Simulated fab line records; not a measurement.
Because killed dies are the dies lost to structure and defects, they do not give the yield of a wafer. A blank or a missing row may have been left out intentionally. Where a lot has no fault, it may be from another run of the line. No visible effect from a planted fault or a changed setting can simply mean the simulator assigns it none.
Lot-split experiment	flow n5_finfet	7 lots, 21 wafers read, on a route of 1938 steps

SPLIT DETAILS
At N5_BEOL_M14_ETCH_68 (etches SOC in N2/H2, time 450 s), the setting time_s was moved away from the recipe's 450 s on 5 of the 21 wafers read, by -16.5% to +13.2%. All remaining wafers had this setting at the recipe value.

The split's own step is where the reading is taken.

THE READING
SiARC_of_BEOL_M14_COAT_66.thk_nm (the simulator's own value, which no gauge read), in nm, at N5_BEOL_M14_ETCH_68 (etches SOC in N2/H2, time 450 s). The file gives no usual value for it. Here, 16 wafers ran the recipe; their average is 65.2 nm with a standard deviation of 0.53 nm.

wafer	tool, chamber at the split	time_s as run, s	against the recipe	SiARC_of_BEOL_M14_COAT_66.thk_nm, nm	against lot-mates on the recipe
L078.1	rie_diel-06, 3	450	recipe	65	-
L078.2	rie_diel-06, 2	450	recipe	65.4	-
L078.5	rie_diel-06, 0	400.8	-10.9%	70.6	+5.4
L083.1	rie_diel-05, 1,2	450	recipe	65	-
L083.6	rie_diel-05, 1,2	450	recipe	65	-
L083.4	rie_diel-05, 3	450	recipe	65.4	-
L084.1	rie_diel-06, 3	375.6	-16.5%	73	+7.7
L084.3	rie_diel-06, 1	450	recipe	65.2	-
L084.6	rie_diel-06, 0	450	recipe	65.4	-
L085.4	rie_diel-05, 2	450	recipe	66.2	-
L085.5	rie_diel-05, 1	509.2	+13.2%	60.8	-5.1
L085.6	rie_diel-05, 0	450	recipe	65.6	-
L093.1	rie_diel-02, 3	450	recipe	65.4	-
L093.4	rie_diel-02, 0	383.7	-14.7%	72.4	+7.0
L093.5	rie_diel-02, 1	383.7	-14.7%	71.4	+6.0
L094.1	rie_diel-02, 2	450	recipe	66.2	-
L094.2	rie_diel-02, 1	450	recipe	64	-
L094.3	rie_diel-02, 3	450	recipe	65.2	-
L097.2	rie_diel-05, 0	450	recipe	64.8	-
L097.3	rie_diel-05, 1	450	recipe	65.4	-
L097.4	rie_diel-05, 2	450	recipe	64.6	-
When a row names more than one chamber, that row covers several wafers, and the file does not tell which wafer ran in which chamber.

THE FIT
A straight line over all 21 wafers: SiARC_of_BEOL_M14_COAT_66.thk_nm changes by -0.435 nm for each +1% of time_s; r = -0.98; the points scatter about the line by 0.61 nm.
The same after taking each lot's own level away (the mean of its wafers on the recipe; 21 wafers): -0.441 nm for each +1%; r = -0.99; scatter 0.49 nm.
That fit puts the effect of the largest move of time_s on the reading at 7.3 nm.
From 64.93 to 65.90 nm: that is the span of the lots' own levels, equal to 1.8 times the standard deviation above.
So the lot-to-lot level changes the slope little: the two slopes agree.
Check: +7.25 nm against its lot-mates is what the line predicts for one of the wafers moved furthest among these (-16.5%) when that wafer is left out of the fit. It came out at +7.7 nm against them.

OTHER SPLITS ON THESE WAFERS
These wafers also went through other splits before the reading. Each is held against what the fit with the lots' levels taken away leaves over:
other split on the same wafers	wafers away from the commonest value	r with SiARC_of_BEOL_M14_COAT_66.thk_nm (lot level and that fit taken away)
N5_BEOL_M11_EXPOSE_08 dose_mj	5	+0.20
N5_BEOL_M12_COAT_58 spin_rpm	8	-0.11
N5_BEOL_M12_EXPOSE_07 dose_mj	6	-0.02

THE FILE'S OWN FIT
SiARC_of_BEOL_M14_COAT_66.thk_nm changes by -0.446 nm for each +1% of time_s, r = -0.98.
